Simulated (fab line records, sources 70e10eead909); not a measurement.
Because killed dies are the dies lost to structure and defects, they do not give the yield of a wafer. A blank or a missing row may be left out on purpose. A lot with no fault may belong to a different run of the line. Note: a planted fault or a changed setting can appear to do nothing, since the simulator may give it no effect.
A struck lot beside a sound one :: flow nand-harc :: 14 steps out of a route of 1302
Sound: the wafers L550.2, L550.3, L550.6. Struck: wafer L562.3 (L562.1, L562.6, from the same lot, were not struck and are left out); the cause is given at the end.
Each step with rows lists, per side, the tool, then ch with its chambers, then its first start. Under that, the readings that differ: sound wafers :: struck wafers :: difference of the means :: sigmas: that difference in standard deviations of wafers without a fault.
alike: a reading whose means differ by less than 2 such deviations, as well as words and numbers matching on both sides. not compared: withheld readings; readings where some wafer has no value; bounds like >300 that might hide an equal value; numbers whose values overlap and for which the record gives no deviation.
Wherever a step has rows on one side only, a row that says differs or no value, or a row with sigmas, the two part there. Non-overlapping numbers with no deviation appear without sigmas and do not part them. A reading missing from all wafers of one side parts the sides only when that side holds two or more wafers.

NHARC_A_CONTACT_ETCH_137: etches the open film in C4F8/O2/Ar, time 311 s, target depth 1912 nm.
  sound on har-cap-etch-01 ch 0,1, day 22 16:44; struck on har-cap-etch-01 ch 1, day 28 01:46
  not compared: rf-hours-counter-h
then, 2 steps without rows for these wafers: NHARC_A_CONTACT_ETCH_138 (etches the open film in C4F8/O2/Ar, time 311 s, target depth 1914 nm); NHARC_A_CONTACT_ETCH_139 (etches the open film in C4F8/O2/Ar, time 195 s, target depth 840 nm).
NHARC_A_CONTACT_ETCH_92: etches the open film in CH3F/O2, target depth 40 nm, time 85.7 s.
  sound on rie-diel-05 ch 2,3, day 22 17:50; struck on rie-diel-10 ch 1, day 28 02:49
  alike: drypump-motor-current-A, o2-flow-sccm, oes-product-au, rf-vpp-V, showerhead-plenum-p-Torr, throttle-valve-pct
  not compared: rf-hours-counter-h
then, 1 step without rows for these wafers: NHARC_A_CONTACT_ETCH_98 (etches the open film in C4F6/O2, target depth 20 nm, time 10 s).
NHARC_A_CONTACT_CD_MEAS_15:
  sound on cd-sem-03, day 22 18:03; struck on cd-sem-03, day 28 03:02
  alike: cd-nm
then, 3 steps without rows for these wafers: NHARC_A_CONTACT_STRIP_107 (strips in N2/H2); NHARC_A_CONTACT_STRIP_108 (strips in CF4/CHF3); NHARC_A_CONTACT_STRIP_109 (strips in O2/COS).
NHARC_A_CONTACT_ETCH_110: etches the open film in CF4/O2, target depth 60 nm, overetch 6 nm, time 33 s.
  sound on rie-diel-05 ch 0,2,3, day 22 18:20; struck on rie-diel-06 ch 2, day 28 03:20
reading: drypump-motor-current-A (A)
sound: 6.4 5.5 6.1
struck: 4.6
difference: -1.4
sigmas: -3

reading: oes-product-au (a.u.)
sound: 0.992 1.000 0.983
struck: 1.011
difference: +0.019
sigmas: +2
  alike: cf4-flow-sccm, o2-flow-sccm, rf-vpp-V, showerhead-plenum-p-Torr, throttle-valve-pct
  not compared: rf-hours-counter-h
NHARC_A_CONTACT_STRIP_26: strips in O2.
  sound: rie-diel-05 ch 0,1; struck: rie-diel-06 ch 0
reading: rf-vpp-V (V)
sound: 57.2 56.7 56.5
struck: 59.2
difference: +2.4
sigmas: +3
  alike: drypump-motor-current-A, o2-flow-sccm, oes-product-au, showerhead-plenum-p-Torr, throttle-valve-pct
  not compared: rf-hours-counter-h
then, 1 step without rows for these wafers: NHARC_A_CONTACT_STRIP_27 (strips in post etch residue remover, time 600 s).
NHARC_A_CONTACT_ALD_18: deposits TiN, target thk 3 nm, pulse time 1 s, ald cycles 150.
  sound on ald-metal-01 ch 0,1,2, day 22 19:04; struck on ald-metal-03 ch 0, day 28 04:00
reading: ald-cycles
sound: 150 150 150
struck: 71
difference: -79
sigmas: 
  alike: heater-power-w, precursor-pulse-height-rel
NHARC_A_CONTACT_CVD_19: deposits W, target thk 300 nm, time 802 s.
  sound: cvd-w-02 ch 0,1; struck: cvd-w-01 ch 1
reading: heater-power-w (W)
sound: 508 510 454
struck: 412
difference: -79
sigmas: -2
  alike: mfc-h2-sccm, throttle-valve-pct

WHERE THEY PART
Earliest at NHARC_A_CONTACT_ETCH_110; latest, in this record, at NHARC_A_CONTACT_CVD_19.

WHY: the cause the simulator had injected
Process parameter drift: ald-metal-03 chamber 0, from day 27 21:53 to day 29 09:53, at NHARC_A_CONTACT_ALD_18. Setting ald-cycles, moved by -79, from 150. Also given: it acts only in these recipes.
